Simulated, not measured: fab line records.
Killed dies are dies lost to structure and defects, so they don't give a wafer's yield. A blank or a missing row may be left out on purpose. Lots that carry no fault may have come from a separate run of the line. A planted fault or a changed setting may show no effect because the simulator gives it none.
Chamber matching | flow n5-finfet | 4 sister chambers for N5_BEOL_M6_ETCH_65 on rie-diel-01
The step etches SiARC in CF4, target depth 15.6 nm, time 26 s. 4 wafers are shown with their chamber, then 8 later ones without.

== WAFERS PAIRED WITH THEIR CHAMBERS ==
wafer  | chamber | showerhead-plenum-p-Torr (Torr)
L089.1 | 3       | 2.27
L091.1 | 0       | 2.24
L091.5 | 1       | 2.08
L093.2 | 2       | 2.18

== WAFERS WHOSE CHAMBER IS MISSING ==
wafer  | showerhead-plenum-p-Torr (Torr)
L093.5 | 2.26
L093.6 | 2.24
L094.2 | 2.24
L094.3 | 2.08
L094.4 | 2.26
L096.3 | 2.18
L096.4 | 2.08
L096.5 | 2.24

== EACH ONE'S CHAMBER ==
wafer  | from the rows above     | in truth
L093.5 | can't be placed: 3 or 0 | 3
L093.6 | 0                       | 0
L094.2 | 0                       | 0
L094.3 | 1                       | 1
L094.4 | can't be placed: 3 or 0 | 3
L096.3 | 2                       | 2
L096.4 | 1                       | 1
L096.5 | 0                       | 0
Correct placement for 6 of the 8. Not placeable from these rows: 2 (in 2, the candidates include the true chamber). 0 placed wrongly.
How it was worked out, from the rows above alone: a wafer's distance from a chamber is the root of the sum, over the readings, of the square of ((its reading less the chamber's mean) divided by the reading's scatter). The wafer belongs to the nearest chamber; if the next one is less than 2 further off, it can't be placed. For every chamber, the mean is computed from those of its wafers that are shown. The scatter: with one shown wafer a chamber, the root of the mean of the squares of how far each hidden wafer lies from its nearest shown one.
